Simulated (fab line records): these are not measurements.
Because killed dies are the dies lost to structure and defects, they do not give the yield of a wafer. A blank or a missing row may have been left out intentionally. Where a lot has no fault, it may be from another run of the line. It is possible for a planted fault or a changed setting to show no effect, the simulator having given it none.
What tool caused it? || flow nand-harc || 36 wafers from 12 lots sampled at 5 of the route's 1159 steps

== WHAT THE GAUGES READ, wafer by wafer ==
NHARC_P_CONTACT_CD_MEAS_12: target cd 90 nm.
{"lot": "L385", "measured": "day 5 02:40", "on": "cd-sem-01", "cd-nm (nm)": "89.8 89.1 89.3"}
{"lot": "L387", "measured": "day 5 22:46", "on": "cd-sem-02", "cd-nm (nm)": "89.5 89.5 89.0"}
{"lot": "L389", "measured": "day 6 12:23", "on": "cd-sem-02", "cd-nm (nm)": "89.2 89.9 90.2"}
{"lot": "L390", "measured": "day 6 20:38", "on": "cd-sem-01", "cd-nm (nm)": "88.7 89.3 89.5"}
{"lot": "L391", "measured": "day 7 06:14", "on": "cd-sem-03", "cd-nm (nm)": "90.1 89.5 89.6"}
{"lot": "L393", "measured": "day 7 07:52", "on": "cd-sem-01", "cd-nm (nm)": "90.1 89.7 89.2"}
{"lot": "L397", "measured": "day 8 23:59", "on": "cd-sem-03", "cd-nm (nm)": "89.9 89.5 89.6"}
{"lot": "L398", "measured": "day 9 05:35", "on": "cd-sem-02", "cd-nm (nm)": "90.2 89.9 90.3"}
{"lot": "L404", "measured": "day 10 14:43", "on": "cd-sem-01", "cd-nm (nm)": "89.9 89.6 90.1"}
{"lot": "L406", "measured": "day 10 22:05", "on": "cd-sem-01", "cd-nm (nm)": "89.8 90.1 90.4"}
{"lot": "L407", "measured": "day 11 00:26", "on": "cd-sem-01", "cd-nm (nm)": "88.6 89.1 88.7"}
{"lot": "L408", "measured": "day 11 17:20", "on": "cd-sem-01", "cd-nm (nm)": "90.0 90.5 90.3"}

NHARC_P_CONTACT_INSPECT_14.
{"lot": "L385", "measured": "day 5 02:47", "on": "defect-inspect-01", "raw-defect-count": "5 5 2"}
{"lot": "L387", "measured": "day 5 22:54", "on": "defect-inspect-02", "raw-defect-count": "3 4 4"}
{"lot": "L389", "measured": "day 6 12:31", "on": "defect-inspect-01", "raw-defect-count": "2 2 4"}
{"lot": "L390", "measured": "day 6 20:46", "on": "defect-inspect-01", "raw-defect-count": "3 2 2"}
{"lot": "L391", "measured": "day 7 06:22", "on": "defect-inspect-02", "raw-defect-count": "2 4 0"}
{"lot": "L393", "measured": "day 7 08:00", "on": "defect-inspect-01", "raw-defect-count": "4 5 3"}
{"lot": "L397", "measured": "day 9 00:07", "on": "defect-inspect-01", "raw-defect-count": "2 4 1"}
{"lot": "L398", "measured": "day 9 05:43", "on": "defect-inspect-01", "raw-defect-count": "6 3 2"}
{"lot": "L404", "measured": "day 10 14:50", "on": "defect-inspect-02", "raw-defect-count": "2 2 4"}
{"lot": "L406", "measured": "day 10 22:13", "on": "defect-inspect-01", "raw-defect-count": "5 4 2"}
{"lot": "L407", "measured": "day 11 00:34", "on": "defect-inspect-02", "raw-defect-count": "3 2 3"}
{"lot": "L408", "measured": "day 11 17:27", "on": "defect-inspect-01", "raw-defect-count": "9 2 6"}

NHARC_END_SORT_01.
{"lot": "L397", "measured": "day 25 18:23", "on": "prober-01", "killed-at-array": "19 29 19", "killed-at-other": "0 0 0", "killed-at-periphery": "658 648 658", "killed-dies": "677 677 677", "killed-open": "1 3 3", "killed-short": "2 1 1"}
{"lot": "L398", "measured": "day 26 03:54", "on": "prober-01", "killed-at-array": "33 27 22", "killed-at-other": "5 1 3", "killed-at-periphery": "639 649 652", "killed-dies": "677 677 677", "killed-open": "5 2 3", "killed-short": "4 0 2"}

== TOOL THAT RAN EACH LOT (tool first, then ch and the chambers of the sampled wafers, then the start) ==
{"lot": "L385", "NHARC_P_CONTACT_ETCH_36": "rie-diel-09 ch 1,2,3, day 5 03:05", "NHARC_P_CONTACT_STRIP_28": "rie-diel-06 ch 0,1,2, day 5 03:50"}
{"lot": "L387", "NHARC_P_CONTACT_ETCH_36": "rie-diel-09 ch 0,1,3, day 5 23:08", "NHARC_P_CONTACT_STRIP_28": "rie-diel-06 ch 0,2,3, day 5 23:59"}
{"lot": "L389", "NHARC_P_CONTACT_ETCH_36": "rie-diel-06 ch 0,1,3, day 6 12:46", "NHARC_P_CONTACT_STRIP_28": "rie-diel-06 ch 0,1,3, day 6 13:32"}
{"lot": "L390", "NHARC_P_CONTACT_ETCH_36": "rie-diel-08 ch 1,2,3, day 6 21:05", "NHARC_P_CONTACT_STRIP_28": "rie-diel-06 ch 2,3, day 6 21:46"}
{"lot": "L391", "NHARC_P_CONTACT_ETCH_36": "rie-diel-08 ch 0,2,3, day 7 06:38", "NHARC_P_CONTACT_STRIP_28": "rie-diel-06 ch 1,2,3, day 7 07:22"}
{"lot": "L393", "NHARC_P_CONTACT_ETCH_36": "rie-diel-08 ch 1,3, day 7 08:16", "NHARC_P_CONTACT_STRIP_28": "rie-diel-08 ch 0,1,3, day 7 09:02"}
{"lot": "L397", "NHARC_P_CONTACT_ETCH_36": "rie-diel-06 ch 0,3, day 9 00:23", "NHARC_P_CONTACT_STRIP_28": "rie-diel-08 ch 0,2,3, day 9 01:17"}
{"lot": "L398", "NHARC_P_CONTACT_ETCH_36": "rie-diel-08 ch 2,3, day 9 05:56", "NHARC_P_CONTACT_STRIP_28": "rie-diel-08 ch 1,2, day 9 06:44"}
{"lot": "L404", "NHARC_P_CONTACT_ETCH_36": "rie-diel-06 ch 0,1,3, day 10 15:04", "NHARC_P_CONTACT_STRIP_28": "rie-diel-06 ch 0,1,2, day 10 15:50"}
{"lot": "L406", "NHARC_P_CONTACT_ETCH_36": "rie-diel-06 ch 0,1,2, day 10 22:30", "NHARC_P_CONTACT_STRIP_28": "rie-diel-06 ch 1,2, day 10 23:13"}
{"lot": "L407", "NHARC_P_CONTACT_ETCH_36": "rie-diel-06 ch 0,1, day 11 00:49", "NHARC_P_CONTACT_STRIP_28": "rie-diel-08 ch 0,1,3, day 11 01:38"}
{"lot": "L408", "NHARC_P_CONTACT_ETCH_36": "rie-diel-06 ch 0,1, day 11 17:43", "NHARC_P_CONTACT_STRIP_28": "rie-diel-06 ch 0,3, day 11 18:31"}
- NHARC_P_CONTACT_ETCH_36: etches the open film in N2/H2, target depth 260 nm, time 406.25 s.
- NHARC_P_CONTACT_STRIP_28: strips in O2.

== WHAT THE TOOLS THEMSELVES READ (means of the sampled wafers that have a number; where no wafer has one, the mark that the record gives instead) ==
NHARC_P_CONTACT_ETCH_36.
{"lot": "L385", "tool": "rie-diel-09", "bias-w (W)": 150.2, "chamber-pressure-mTorr (mTorr)": 29.999, "drypump-motor-current-A (A)": 5.3, "oes-product-au (a.u.)": 0.999, "rf-fwd-power-W (W)": 399.4, "rf-vpp-V (V)": 430.2, "showerhead-plenum-p-Torr (Torr)": 2.02, "throttle-valve-pct (%)": 14.181}
{"lot": "L387", "tool": "rie-diel-09", "bias-w (W)": 149.7, "chamber-pressure-mTorr (mTorr)": 30.010, "drypump-motor-current-A (A)": 5.1, "oes-product-au (a.u.)": 0.989, "rf-fwd-power-W (W)": 398.7, "rf-vpp-V (V)": 429.4, "showerhead-plenum-p-Torr (Torr)": 1.97, "throttle-valve-pct (%)": 14.177}
{"lot": "L389", "tool": "rie-diel-06", "bias-w (W)": 149.8, "chamber-pressure-mTorr (mTorr)": 29.982, "drypump-motor-current-A (A)": 5.7, "oes-product-au (a.u.)": 0.989, "rf-fwd-power-W (W)": 398.0, "rf-vpp-V (V)": 431.9, "showerhead-plenum-p-Torr (Torr)": 2.10, "throttle-valve-pct (%)": 14.165}
{"lot": "L390", "tool": "rie-diel-08", "bias-w (W)": 150.1, "chamber-pressure-mTorr (mTorr)": 29.988, "drypump-motor-current-A (A)": 5.5, "oes-product-au (a.u.)": 0.994, "rf-fwd-power-W (W)": 399.2, "rf-vpp-V (V)": 433.5, "showerhead-plenum-p-Torr (Torr)": 2.13, "throttle-valve-pct (%)": 14.167}
{"lot": "L391", "tool": "rie-diel-08", "bias-w (W)": 149.6, "chamber-pressure-mTorr (mTorr)": 30.016, "drypump-motor-current-A (A)": 5.6, "oes-product-au (a.u.)": 0.998, "rf-fwd-power-W (W)": 398.7, "rf-vpp-V (V)": 432.4, "showerhead-plenum-p-Torr (Torr)": 2.11, "throttle-valve-pct (%)": 14.177}
{"lot": "L393", "tool": "rie-diel-08", "bias-w (W)": 150.1, "chamber-pressure-mTorr (mTorr)": 29.997, "drypump-motor-current-A (A)": 5.3, "oes-product-au (a.u.)": 0.995, "rf-fwd-power-W (W)": 399.6, "rf-vpp-V (V)": 431.8, "showerhead-plenum-p-Torr (Torr)": 2.10, "throttle-valve-pct (%)": 14.168}
{"lot": "L397", "tool": "rie-diel-06", "bias-w (W)": "-", "chamber-pressure-mTorr (mTorr)": "-", "drypump-motor-current-A (A)": "-", "oes-product-au (a.u.)": "-", "rf-fwd-power-W (W)": "-", "rf-vpp-V (V)": "-", "showerhead-plenum-p-Torr (Torr)": "-", "throttle-valve-pct (%)": "-"}
{"lot": "L398", "tool": "rie-diel-08", "bias-w (W)": "-", "chamber-pressure-mTorr (mTorr)": "-", "drypump-motor-current-A (A)": "-", "oes-product-au (a.u.)": "-", "rf-fwd-power-W (W)": "-", "rf-vpp-V (V)": "-", "showerhead-plenum-p-Torr (Torr)": "-", "throttle-valve-pct (%)": "-"}
{"lot": "L404", "tool": "rie-diel-06", "bias-w (W)": 149.9, "chamber-pressure-mTorr (mTorr)": 30.015, "drypump-motor-current-A (A)": 5.7, "oes-product-au (a.u.)": 0.999, "rf-fwd-power-W (W)": 399.3, "rf-vpp-V (V)": 431.7, "showerhead-plenum-p-Torr (Torr)": 2.09, "throttle-valve-pct (%)": 14.176}
{"lot": "L406", "tool": "rie-diel-06", "bias-w (W)": 150.1, "chamber-pressure-mTorr (mTorr)": 29.990, "drypump-motor-current-A (A)": 5.8, "oes-product-au (a.u.)": 0.997, "rf-fwd-power-W (W)": 399.7, "rf-vpp-V (V)": 430.5, "showerhead-plenum-p-Torr (Torr)": 2.04, "throttle-valve-pct (%)": 14.164}
{"lot": "L407", "tool": "rie-diel-06", "bias-w (W)": 150.1, "chamber-pressure-mTorr (mTorr)": 30.010, "drypump-motor-current-A (A)": 5.9, "oes-product-au (a.u.)": 0.996, "rf-fwd-power-W (W)": 399.4, "rf-vpp-V (V)": 429.3, "showerhead-plenum-p-Torr (Torr)": 1.99, "throttle-valve-pct (%)": 14.170}
{"lot": "L408", "tool": "rie-diel-06", "bias-w (W)": 150.5, "chamber-pressure-mTorr (mTorr)": 29.975, "drypump-motor-current-A (A)": 5.9, "oes-product-au (a.u.)": 1.003, "rf-fwd-power-W (W)": 398.8, "rf-vpp-V (V)": 428.5, "showerhead-plenum-p-Torr (Torr)": 1.99, "throttle-valve-pct (%)": 14.165}

NHARC_P_CONTACT_STRIP_28.
{"lot": "L385", "tool": "rie-diel-06", "drypump-motor-current-A (A)": 5.8, "o2-flow-sccm (sccm)": 501.0, "oes-product-au (a.u.)": 1.001, "rf-vpp-V (V)": 57.2, "showerhead-plenum-p-Torr (Torr)": 3.54, "throttle-valve-pct (%)": 17.033}
{"lot": "L387", "tool": "rie-diel-06", "drypump-motor-current-A (A)": 5.5, "o2-flow-sccm (sccm)": 501.0, "oes-product-au (a.u.)": 0.994, "rf-vpp-V (V)": 58.6, "showerhead-plenum-p-Torr (Torr)": 3.53, "throttle-valve-pct (%)": 17.043}
{"lot": "L389", "tool": "rie-diel-06", "drypump-motor-current-A (A)": 5.7, "o2-flow-sccm (sccm)": 501.4, "oes-product-au (a.u.)": 1.001, "rf-vpp-V (V)": 59.0, "showerhead-plenum-p-Torr (Torr)": 3.61, "throttle-valve-pct (%)": 17.038}
{"lot": "L390", "tool": "rie-diel-06", "drypump-motor-current-A (A)": 5.5, "o2-flow-sccm (sccm)": 498.1, "oes-product-au (a.u.)": 0.992, "rf-vpp-V (V)": 57.8, "showerhead-plenum-p-Torr (Torr)": 3.60, "throttle-valve-pct (%)": 17.041}
{"lot": "L391", "tool": "rie-diel-06", "drypump-motor-current-A (A)": 5.6, "o2-flow-sccm (sccm)": 501.0, "oes-product-au (a.u.)": 0.996, "rf-vpp-V (V)": 58.5, "showerhead-plenum-p-Torr (Torr)": 3.69, "throttle-valve-pct (%)": 17.030}
{"lot": "L393", "tool": "rie-diel-08", "drypump-motor-current-A (A)": 5.3, "o2-flow-sccm (sccm)": 500.4, "oes-product-au (a.u.)": 0.998, "rf-vpp-V (V)": 58.3, "showerhead-plenum-p-Torr (Torr)": 3.59, "throttle-valve-pct (%)": 17.033}
{"lot": "L397", "tool": "rie-diel-08", "drypump-motor-current-A (A)": 5.6, "o2-flow-sccm (sccm)": 501.5, "oes-product-au (a.u.)": 0.996, "rf-vpp-V (V)": 58.7, "showerhead-plenum-p-Torr (Torr)": 3.63, "throttle-valve-pct (%)": 17.037}
{"lot": "L398", "tool": "rie-diel-08", "drypump-motor-current-A (A)": 5.7, "o2-flow-sccm (sccm)": 500.3, "oes-product-au (a.u.)": 0.997, "rf-vpp-V (V)": 58.2, "showerhead-plenum-p-Torr (Torr)": 3.71, "throttle-valve-pct (%)": 17.028}
{"lot": "L404", "tool": "rie-diel-06", "drypump-motor-current-A (A)": 5.9, "o2-flow-sccm (sccm)": 500.3, "oes-product-au (a.u.)": 1.000, "rf-vpp-V (V)": 57.6, "showerhead-plenum-p-Torr (Torr)": 3.53, "throttle-valve-pct (%)": 17.038}
{"lot": "L406", "tool": "rie-diel-06", "drypump-motor-current-A (A)": 5.8, "o2-flow-sccm (sccm)": 499.8, "oes-product-au (a.u.)": 0.997, "rf-vpp-V (V)": 57.0, "showerhead-plenum-p-Torr (Torr)": 3.60, "throttle-valve-pct (%)": 17.037}
{"lot": "L407", "tool": "rie-diel-08", "drypump-motor-current-A (A)": 5.3, "o2-flow-sccm (sccm)": 501.5, "oes-product-au (a.u.)": 1.002, "rf-vpp-V (V)": 57.8, "showerhead-plenum-p-Torr (Torr)": 3.58, "throttle-valve-pct (%)": 17.032}
{"lot": "L408", "tool": "rie-diel-06", "drypump-motor-current-A (A)": 5.6, "o2-flow-sccm (sccm)": 500.5, "oes-product-au (a.u.)": 1.001, "rf-vpp-V (V)": 57.6, "showerhead-plenum-p-Torr (Torr)": 3.44, "throttle-valve-pct (%)": 17.040}

== THE ANSWER, worked out from the rows above alone ==
Rule: the lots themselves supply what counts as usual. Put in order of their means at a reading, lots are off if they are a third of the lots or fewer, leave a main group of 4 or more, and stand apart from it by a gap of 3 or more times the standard deviation of the main group's means; of several such gaps the widest counts. If all means in a main group match to the digits the tables above print for the reading, that group is not used. Also off: a lot with no number at a reading for which 4 or more lots have one. Where the step has rows for the other lots, those lots are counted as sound. First the gauges in route order, then the tools' own readings, where a lot's mean is used as printed above. The first step at which some lot is off is used, and at that step the reading that is off furthest; a lot without a number counts as furthest.
Off at NHARC_P_CONTACT_ETCH_36 (bias-w): L397, L398. Without a number there: L397, L398. For the main group the mean is 150.0 W and the standard deviation 0.25.
If a tool, at that step or one of the process steps before it, ran each lot that is off and ran no sound lot following the first of them, it fits. Of those tried, none fits.

== WHAT THE SIMULATOR HAD PUT IN ==
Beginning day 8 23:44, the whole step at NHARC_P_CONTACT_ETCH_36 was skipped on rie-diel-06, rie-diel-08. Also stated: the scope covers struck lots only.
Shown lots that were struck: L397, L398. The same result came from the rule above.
